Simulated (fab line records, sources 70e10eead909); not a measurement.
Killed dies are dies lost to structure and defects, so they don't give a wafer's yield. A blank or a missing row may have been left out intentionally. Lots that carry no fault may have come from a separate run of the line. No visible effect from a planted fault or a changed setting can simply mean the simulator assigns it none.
A lot that was struck, set against a sound lot ; flow nand harc ; 15 out of 1159 route steps
Sound: wafers L820.2, L820.4, L820.6. The struck wafers were L813.2, L813.4, L813.6. The cause is named last.
Each step with rows lists, per side, the tool, then ch with its chambers, then its first start. Under that, the readings that differ: sound wafers ; struck wafers ; difference of the means ; sigmas: that difference in standard deviations of wafers without a fault.
alike: same words and numbers on both sides, and readings whose means sit less than 2 such deviations apart. not compared: any withheld reading, any reading some wafer has no value for, any bound like >300 that may hide the same value, and any number with overlapping values for which the record gives no deviation.
Wherever a step has rows on one side only, a row that says differs or no value, or a row with sigmas, the two part there. When numbers do not overlap yet have no deviation, they are printed without sigmas and do not part them. A reading that every wafer of one side lacks parts them only if that side has two wafers or more.

NHARC_P_CONTACT_ETCH_35: etches the open film in CF4, target depth 39 nm, time 65 s.
  sound on rie diel-07 ch 0,3, day 10 06:12; struck on rie diel-07 ch 0,3, day 8 19:04
  alike: drypump motor current A, oes product au, rf vpp V, showerhead plenum p Torr, throttle valve pct
  not compared: rf hours counter h
then, 1 step without rows for these wafers: NHARC_P_CONTACT_ETCH_36 (etches the open film in N2/H2, target depth 260 nm, time 406.25 s).
NHARC_P_CONTACT_ETCH_18: etches the open film in C4F8/O2/Ar, target depth 481 nm, time 240.5 s.
  sound on rie diel-07 ch 0,1,2; struck on rie diel-07 ch 0,1,2
  alike: oes product au, rf vpp V
  not compared: rf hours counter h
then, 2 steps without rows for these wafers: NHARC_P_CONTACT_STRIP_37 (strips in C4F8/O2/Ar); NHARC_P_CONTACT_ETCH_31 (etches the open film in CH3F/O2, target depth 30 nm, time 85.7 s).
NHARC_P_CONTACT_CD_MEAS_19:
  sound on cd sem-02 at day 10 06:59; struck on cd sem-02 at day 8 19:53
  alike: cd nm
NHARC_P_CONTACT_STRIP_28: strips in O2.
  sound on rie diel-06 ch 0,3, day 10 07:04; struck on rie diel-06 ch 2,3, day 8 20:00
  alike: drypump motor current A, oes product au, rf vpp V, showerhead plenum p Torr, throttle valve pct
  not compared: rf hours counter h
then, 1 step without rows for these wafers: NHARC_P_CONTACT_STRIP_29 (strips in post etch residue remover, time 1200 s).
NHARC_P_CONTACT_DEGAS_38: time 60 s.
  sound on pvd sputter-01 at day 10 07:43; struck on pvd sputter-03 at day 8 20:38
reading;sound;struck;difference;sigmas
heater power w (W);517 449 488;415 374 434;-77;-2
then, 1 step without rows for these wafers: NHARC_P_CONTACT_PRE_CLEAN_39 (time 19.5 s).
NHARC_P_CONTACT_PVD_32: deposits Ti, target thk 5 nm, time 17.7 s.
  sound on pvd sputter-01; struck on pvd sputter-03
  alike: substrate temp c, throttle valve pct
then, 1 step without rows for these wafers: NHARC_P_CONTACT_ALD_22 (deposits TiN, target thk 3 nm, pulse time 1 s, ald cycles 150).
NHARC_P_CONTACT_CVD_23: deposits W, target thk 200 nm, time 557 s.
  sound on cvd w-02 ch 1, day 10 08:14; struck on cvd w-02 ch 0,1, day 9 02:07
  alike: heater power w, mfc h2 sccm, throttle valve pct
NHARC_P_CONTACT_CMP_24: polishes, t overpolish 30 s, target thk 200 nm.
  sound on cmp-04 ch 1,2, day 10 08:48; struck on cmp-04 ch 1,2,3, day 9 02:53
reading;sound;struck;difference;sigmas
time to endpoint s (s);40.1 40.9 40.7;75.1 76.7 75.7;+35.3;+13
  alike: motor current A, overpolish run s, retaining ring pressure frac
-- jump in the record: it breaks off in module P_CONTACT and resumes in module END (first step shown: number 1159 of the route), and 17 days separate the struck wafers' starts before and after --
NHARC_END_SORT_01:
  the record has rows for the struck wafers here (prober-01 ch 0, day 25 22:16) and none for the sound ones

WHERE THEY PART
At NHARC_P_CONTACT_DEGAS_38 first; at NHARC_END_SORT_01 last (within this record only).

WHY: whatever the simulator had introduced
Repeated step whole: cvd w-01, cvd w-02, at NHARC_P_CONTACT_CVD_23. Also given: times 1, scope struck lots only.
